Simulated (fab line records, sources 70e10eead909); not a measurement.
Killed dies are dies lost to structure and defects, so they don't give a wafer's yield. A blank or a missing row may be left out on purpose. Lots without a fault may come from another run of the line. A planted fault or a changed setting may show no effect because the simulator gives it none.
Which tool did it? | flow nand_harc | 12 lots, 36 wafers sampled, at 5 steps of a route of 1159

WHAT THE GAUGES READ, wafer by wafer
NHARC_A_CONTACT_OVL_MEAS_43. Usual: overlay_x_nm -0.1 nm, standard deviation 0.66; overlay_y_nm 0.1 nm, standard deviation 0.98.
lot  | measured     | on         | overlay_x_nm (nm) | overlay_y_nm (nm) | flag
L296 | day 16 13:52 | overlay-02 | 0.9 0.9 0.9       | 0.0 0.2 0.4       |
L298 | day 17 11:05 | overlay-01 | -0.5 -0.8 -0.6    | 0.0 0.0 0.0       |
L300 | day 17 16:46 | overlay-02 | -0.8 -1.2 -1.0    | 1.7 1.2 2.0       |
L299 | day 17 22:00 | overlay-02 | 0.3 0.0 -0.2      | 0.9 1.8 1.7       |
L301 | day 18 05:53 | overlay-02 | -1.6 -1.1 -1.0    | -1.0 -1.4 -0.9    |
L307 | day 19 05:21 | overlay-01 | 0.2 0.1 0.0       | -0.6 -0.3 0.1     |
L305 | day 19 06:03 | overlay-02 | -0.2 -0.3 -0.2    | 1.6 1.7 1.9       |
L311 | day 19 23:12 | overlay-02 | 0.4 -0.3 0.2      | -0.6 -0.9 -1.3    |
L310 | day 19 23:33 | overlay-02 | 0.2 0.5 0.9       | 0.3 0.1 0.3       |
L312 | day 20 12:28 | overlay-02 | 0.5 0.6 1.2       | 0.3 0.4 1.1       |
L314 | day 21 00:35 | overlay-02 | 0.5 0.4 0.2       | -1.0 -0.8 -0.5    |
L316 | day 21 11:55 | overlay-01 | 0.6 0.3 0.4       | 0.4 0.4 0.0       |

NHARC_END_SORT_01. Usual: killed_at_array 27, standard deviation 9.9; killed_at_other 0.5, standard deviation 0.76; killed_at_periphery 3.4, standard deviation 2.2; killed_dies 31, standard deviation 10; killed_open 3.3, standard deviation 2; killed_short 2.0, standard deviation 1.5.
lot  | measured     | on        | killed_at_array | killed_at_other | killed_at_periphery | killed_dies | killed_open | killed_short | flag
L296 | day 19 14:07 | prober-02 | 27 18 16        | 0 1 1           | 4 8 6               | 31 27 23    | 4 3 5       | 5 4 1        |
L300 | day 20 20:11 | prober-02 | 24 22 25        | 0 0 0           | 4 4 5               | 28 26 30    | 1 3 1       | 0 0 1        |
L301 | day 21 04:43 | prober-02 | 44 49 42        | 2 2 1           | 2 4 8               | 48 55 51    | 6 4 7       | 2 3 1        |
L307 | day 22 05:43 | prober-01 | 673 675 675     | 0 0 0           | 4 2 2               | 677 677 677 | 6 4 4       | 1 2 3        | OFF
L305 | day 22 05:38 | prober-02 | 668 674 673     | 2 0 0           | 7 3 4               | 677 677 677 | 2 2 5       | 3 2 0        | OFF
L311 | day 23 14:16 | prober-01 | 33 25 35        | 0 0 0           | 2 0 1               | 35 25 36    | 3 1 3       | 2 1 0        |
L310 | day 23 03:16 | prober-01 | 28 25 34        | 0 1 0           | 3 3 2               | 31 29 36    | 0 0 3       | 1 0 2        |
L312 | day 23 15:02 | prober-02 | 17 10 14        | 2 1 0           | 2 2 1               | 21 13 15    | 5 5 1       | 1 1 2        |

WHICH TOOL RAN EACH LOT (tool, then ch and the chambers of the sampled wafers, then the start)
lot  | NHARC_A_CONTACT_ETCH_50                       | NHARC_A_CONTACT_ETCH_117             | NHARC_A_CONTACT_ETCH_119
L296 | rie_diel-08 ch 0,1,2, day 16 16:15 or earlier | har_cap_etch-03 ch 0,1, day 16 16:15 | har_cap_etch-03 ch 0,1, day 16 16:26
L298 | rie_diel-08 ch 2,3, day 17 13:13 or earlier   | har_cap_etch-03 ch 0,1, day 17 13:13 | har_cap_etch-03 ch 0,1, day 17 13:24
L300 | rie_diel-08 ch 0,1,3, day 17 18:47 or earlier | har_cap_etch-02 ch 0,1, day 17 18:47 | har_cap_etch-02 ch 0,1, day 17 18:58
L299 | rie_diel-08 ch 0,2, day 18 00:05 or earlier   | har_cap_etch-03 ch 0,1, day 18 00:05 | har_cap_etch-03 ch 0,1, day 18 00:16
L301 | rie_diel-11 ch 0,3, day 18 08:03 or earlier   | har_cap_etch-02 ch 0,1, day 18 08:03 | har_cap_etch-02 ch 0,1, day 18 08:14
L307 | rie_diel-08 ch 0,2, day 19 08:15 or earlier   | har_cap_etch-03 ch 0, day 19 08:15   | har_cap_etch-03 ch 0, day 19 08:26
L305 | rie_diel-11 ch 0,2,3, day 19 08:16 or earlier | har_cap_etch-01 ch 0,1, day 19 08:16 | har_cap_etch-01 ch 0,1, day 19 08:27
L311 | rie_diel-11 ch 0,3, day 20 01:26 or earlier   | har_cap_etch-01 ch 0,1, day 20 01:26 | har_cap_etch-01 ch 0,1, day 20 01:37
L310 | rie_diel-08 ch 0,2,3, day 20 01:34 or earlier | har_cap_etch-03 ch 0,1, day 20 01:34 | har_cap_etch-03 ch 0,1, day 20 01:44
L312 | rie_diel-08 ch 1,2,3, day 20 14:31 or earlier | har_cap_etch-03 ch 0,1, day 20 14:31 | har_cap_etch-03 ch 0,1, day 20 14:43
L314 | rie_diel-01 ch 0,1, day 21 03:07 or earlier   | har_cap_etch-03 ch 0,1, day 21 03:07 | har_cap_etch-03 ch 0,1, day 21 03:18
L316 | rie_diel-08 ch 0,1,3, day 21 14:01 or earlier | har_cap_etch-01 ch 0,1, day 21 14:01 | har_cap_etch-01 ch 0,1, day 21 14:11
- NHARC_A_CONTACT_ETCH_50: etches the open film in CF4/CHF3, target depth 84.7 nm, time 42.4 s.
- NHARC_A_CONTACT_ETCH_117: etches the open film in C4F8/O2/Ar, time 94 s, target depth 922 nm.
- NHARC_A_CONTACT_ETCH_119: etches the open film in C4F8/O2/Ar, time 94 s, target depth 922 nm.

WHAT THE TOOLS THEMSELVES READ (means of the sampled wafers that have a number; where no wafer has one, the mark that the record gives instead)
NHARC_A_CONTACT_ETCH_50. Usual: bias_w 200.0 W, standard deviation 0.56; cf4_flow_sccm 100.0 sccm, standard deviation 0.34; drypump_motor_current_A 5.67 A, standard deviation 0.24; oes_product_au 0.946 a.u., standard deviation 0.02; rf_vpp_V 370.1 V, standard deviation 2.2; showerhead_plenum_p_Torr 1.55 Torr, standard deviation 0.06; throttle_valve_pct 16.803 %, standard deviation 0.0086.
lot  | tool        | bias_w (W) | cf4_flow_sccm (sccm) | drypump_motor_current_A (A) | oes_product_au (a.u.) | rf_vpp_V (V) | showerhead_plenum_p_Torr (Torr) | throttle_valve_pct (%) | flag
L296 | rie_diel-08 | 199.7      | 100.3                | 5.61                        | 0.940                 | 370.0        | 1.55                            | 16.810                 |
L298 | rie_diel-08 | 200.6      | 100.2                | 5.58                        | 0.966                 | 367.6        | 1.50                            | 16.804                 |
L300 | rie_diel-08 | 200.0      | 99.9                 | 5.80                        | 0.958                 | 370.2        | 1.57                            | 16.805                 |
L299 | rie_diel-08 | 199.8      | 100.4                | 5.45                        | 0.947                 | 368.0        | 1.50                            | 16.805                 |
L301 | rie_diel-11 | 200.2      | 100.0                | 5.57                        | 0.966                 | 373.1        | 1.63                            | 16.801                 |
L307 | rie_diel-08 | 200.4      | 99.8                 | 5.51                        | 0.934                 | 368.7        | 1.52                            | 16.808                 |
L305 | rie_diel-11 | 200.1      | 99.7                 | 5.60                        | 0.955                 | 371.4        | 1.59                            | 16.805                 |
L311 | rie_diel-11 | 200.2      | 100.1                | 5.66                        | 0.921                 | 372.0        | 1.63                            | 16.801                 |
L310 | rie_diel-08 | 199.8      | 99.9                 | 5.62                        | 0.959                 | 369.1        | 1.51                            | 16.809                 |
L312 | rie_diel-08 | 200.4      | 100.1                | 5.74                        | 0.963                 | 369.7        | 1.54                            | 16.804                 |
L314 | rie_diel-01 | 199.5      | 99.9                 | 5.52                        | 0.923                 | 369.5        | 1.54                            | 16.807                 |
L316 | rie_diel-08 | 199.9      | 99.8                 | 5.82                        | 0.952                 | 369.9        | 1.57                            | 16.805                 |

NHARC_A_CONTACT_ETCH_117. Usual: chamber_pressure_mTorr 19.998 mTorr, standard deviation 0.018; oes_air_line_au 1.002 a.u., standard deviation 0.018.
lot  | tool            | chamber_pressure_mTorr (mTorr) | oes_air_line_au (a.u.) | flag
L296 | har_cap_etch-03 | 19.983                         | 1.005                  |
L298 | har_cap_etch-03 | 19.996                         | 0.998                  |
L300 | har_cap_etch-02 | 20.001                         | 0.995                  |
L299 | har_cap_etch-03 | 19.998                         | 1.020                  |
L301 | har_cap_etch-02 | 19.999                         | 1.006                  |
L307 | har_cap_etch-03 | -                              | -                      | OFF
L305 | har_cap_etch-01 | -                              | -                      | OFF
L311 | har_cap_etch-01 | 20.001                         | 1.028                  |
L310 | har_cap_etch-03 | 20.003                         | 0.985                  |
L312 | har_cap_etch-03 | 20.007                         | 1.003                  |
L314 | har_cap_etch-03 | 20.018                         | 1.005                  |
L316 | har_cap_etch-01 | 20.008                         | 0.995                  |

NHARC_A_CONTACT_ETCH_119. Usual: chamber_pressure_mTorr 19.998 mTorr, standard deviation 0.018; oes_air_line_au 1.002 a.u., standard deviation 0.019.
lot  | tool            | chamber_pressure_mTorr (mTorr) | oes_air_line_au (a.u.) | flag
L296 | har_cap_etch-03 | 19.985                         | 1.005                  |
L298 | har_cap_etch-03 | 20.008                         | 0.999                  |
L300 | har_cap_etch-02 | 19.988                         | 0.982                  |
L299 | har_cap_etch-03 | 20.006                         | 0.988                  |
L301 | har_cap_etch-02 | 19.997                         | 1.004                  |
L307 | har_cap_etch-03 | 19.997                         | 1.014                  |
L305 | har_cap_etch-01 | 19.984                         | 0.991                  |
L311 | har_cap_etch-01 | 20.008                         | 1.003                  |
L310 | har_cap_etch-03 | 20.017                         | 0.992                  |
L312 | har_cap_etch-03 | 19.979                         | 1.020                  |
L314 | har_cap_etch-03 | 19.985                         | 0.996                  |
L316 | har_cap_etch-01 | 19.989                         | 1.011                  |

THE ANSWER, worked out from the rows above alone
Rule: a lot is off if the mean of its wafers that have a number lies more than 3 standard deviations from the usual mean. A lot without any number at a reading at which 4 lots or more have one is off too. The other lots that the step has rows for count as sound. The gauges are gone through in route order, then the tools' own readings, and for those a lot's mean is taken as printed above. The first step at which some lot is off is used, and at that step the reading that is off furthest; a lot without a number counts as furthest.
Off: L307, L305, at NHARC_END_SORT_01 (killed_at_array). Neither off nor sound, because the step has no rows for them: L298, L299, L314, L316.
A tool fits if, at a process step before that reading, it ran every lot that is off, and no sound lot after the first of them. The gauges at NHARC_END_SORT_01 aren't tried: what is off there is off at NHARC_A_CONTACT_ETCH_117 too, on other tools, and a gauge's error can't cause that. NHARC_A_CONTACT_ETCH_50 gives no start for some lots, so the hours and the order of its lots are those of NHARC_A_CONTACT_ETCH_117. None of those tried fits.

WHAT THE SIMULATOR HAD PUT IN
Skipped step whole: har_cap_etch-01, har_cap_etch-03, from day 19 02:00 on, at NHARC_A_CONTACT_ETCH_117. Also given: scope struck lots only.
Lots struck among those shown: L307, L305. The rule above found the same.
